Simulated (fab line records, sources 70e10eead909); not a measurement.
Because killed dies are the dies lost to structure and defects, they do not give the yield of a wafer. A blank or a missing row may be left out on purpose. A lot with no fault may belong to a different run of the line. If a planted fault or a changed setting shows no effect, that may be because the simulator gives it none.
Which tool was responsible?	flow nand harc	12 lots (35 wafers sampled), 1 step of a 1159-step route

WHAT EACH GAUGE READ, for each wafer
NHARC_A_SLIT_CD_MEAS_09: the cd target is 300 nm. Usual: cd nm 300.2 nm, standard deviation 0.49.
lot	measured	on	cd nm (nm)	flag
L122	day 14 01:47	cd sem-02	300.1 299.7 300.0	
L125	day 14 21:20	cd sem-03	300.3 300.3 300.6	
L123	day 14 23:07	cd sem-02	300.8 300.6 300.2	
L127	day 15 06:40	cd sem-02	300.4 300.0 300.2	
L129	day 15 07:06	cd sem-03	300.1 299.9 299.7	
L128	day 16 02:08	cd sem-01	300.1 299.7 299.9	
L132	day 16 18:08	cd sem-02	300.0 299.3	
L135	day 17 14:57	cd sem-01	299.7 299.9 300.4	
L139	day 18 00:05	cd sem-03	300.3 300.1 300.3	
L144	day 19 13:43	cd sem-01	301.4 300.4 299.8	
L143	day 19 15:02	cd sem-01	300.2 300.0 300.0	
L145	day 20 09:44	cd sem-02	300.0 299.8 299.6	

WHAT TOOL EACH LOT RAN ON (gives the tool, then ch and the chambers of the sampled wafers, and finally the start)
The record shows no process step preceding these readings.

AS READ BY THE TOOLS THEMSELVES (means over the sampled wafers that have a number; for cases with no such wafer, the mark the record gives instead)
The record holds no such reading with a usual standard deviation.

THE ANSWER, worked out from the rows above alone
Rule: lot off if the mean of its wafers having a number is beyond 3 standard deviations from the usual mean. A lot without any number at a reading at which 4 lots or more have one is off too. The other lots that the step has rows for count as sound. First the gauges in route order, then the tools' own readings, where a lot's mean is used as printed above. At the first step where some lot is off, the reading lying furthest off is the one used; lots without a number count as furthest.
Nothing can be told from this: no lot is off at any reading shown.

WHAT WAS PUT IN BY THE SIMULATOR
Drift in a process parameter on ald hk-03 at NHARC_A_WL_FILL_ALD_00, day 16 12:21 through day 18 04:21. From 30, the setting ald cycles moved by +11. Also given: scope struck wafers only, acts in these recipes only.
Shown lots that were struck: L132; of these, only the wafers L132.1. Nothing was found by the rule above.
